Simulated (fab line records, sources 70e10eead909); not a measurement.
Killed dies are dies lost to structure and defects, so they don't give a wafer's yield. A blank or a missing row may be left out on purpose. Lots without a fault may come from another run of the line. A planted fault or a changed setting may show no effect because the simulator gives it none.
A struck lot beside a sound one | flow nand_harc | 14 steps out of a route of 1302
Sound: wafers L425.1, L425.2, L425.4. Struck: wafer L418.3. (L418.2 of the same lot was not struck and is left out.) The cause comes at the end.
At each step with rows: each side's tool, then ch and its chambers, then its first start. Under that, the readings that differ: sound wafers | struck wafers | difference of the means | sigmas: that difference in standard deviations of wafers without a fault.
alike: readings whose means differ by less than 2 such deviations, and words and numbers that are the same on both sides. not compared: withheld readings, readings that some wafer has no value for, bounds like >300 that may hide the same value, and numbers for which the record gives no deviation and whose values overlap.
The two part at a step that has a row with sigmas, a row that says differs or no value, or rows on one side only. Numbers that don't overlap but have no deviation are shown without sigmas and don't part them. A reading that every wafer of one side lacks parts them only if that side has two wafers or more.

NHARC_A_ZERO_WELL_INSPECT_17:
  sound on defect_inspect-02, day 12 21:48; struck on defect_inspect-01, day 10 08:53
  alike: raw_defect_count
then, 3 steps without rows for these wafers: NHARC_A_SOURCE_PLATE_PRECLEAN_00 (cleans in HF-LAST, time 60 s); NHARC_A_SOURCE_PLATE_SRD_01; NHARC_A_SOURCE_PLATE_OXIDE_02 (material SiO2, target thk 10 nm, ox time 1362 s).
NHARC_A_SOURCE_PLATE_THK_MEAS_09: measures by ellipsometry.
  sound on film_metro-01, day 13 04:34; struck on film_metro-02, day 10 18:58
  alike: thk_nm
then, 3 steps without rows for these wafers: NHARC_A_SOURCE_PLATE_PVD_04 (deposits WSi2, target thk 50 nm); NHARC_A_SOURCE_PLATE_CVD_03 (deposits poly-Si, target thk 200 nm, time 4000 s); NHARC_A_SOURCE_PLATE_ANNEAL_05 (time 1800 s).
NHARC_A_SOURCE_PLATE_THK_MEAS_06: measures by ellipsometry.
  sound on film_metro-01, day 13 17:04; struck on film_metro-02, day 11 08:01
  alike: thk_nm
NHARC_A_SOURCE_PLATE_INSPECT_08:
  sound on defect_inspect-02, day 13 17:08; struck on defect_inspect-02, day 11 08:05
  alike: raw_defect_count
NHARC_A_ONON_D1_DEP_00: target thk 1000 nm.
  sound on pecvd_onon-01 ch 0, day 13 17:12; struck on pecvd_onon-01 ch 0, day 11 08:13
NHARC_A_ONON_D1_THK_MEAS_02: measures by ellipsometry.
  sound on film_metro-02, day 13 17:43; struck on film_metro-02, day 11 08:40
  reading     | sound       | struck | difference | sigmas
  thk_nm (nm) | 984 984 986 | 676    | -309       | -38
then, 1 step without rows for these wafers: NHARC_A_ONON_D1_DEP_03 (target thk 1000 nm).
-- the record jumps here: 17 days lie between the struck wafers' starts before and after (it left off in module A_ONON_D1 and takes up again in module END, whose first step shown is number 1302 of the route) --
NHARC_END_SORT_01:
  the record has rows for the struck wafers here (prober-01 ch 0, day 28 11:40) and none for the sound ones

WHERE THEY PART
First at NHARC_A_ONON_D1_THK_MEAS_02; last, within this record, at NHARC_END_SORT_01.

WHY: what the simulator had put in
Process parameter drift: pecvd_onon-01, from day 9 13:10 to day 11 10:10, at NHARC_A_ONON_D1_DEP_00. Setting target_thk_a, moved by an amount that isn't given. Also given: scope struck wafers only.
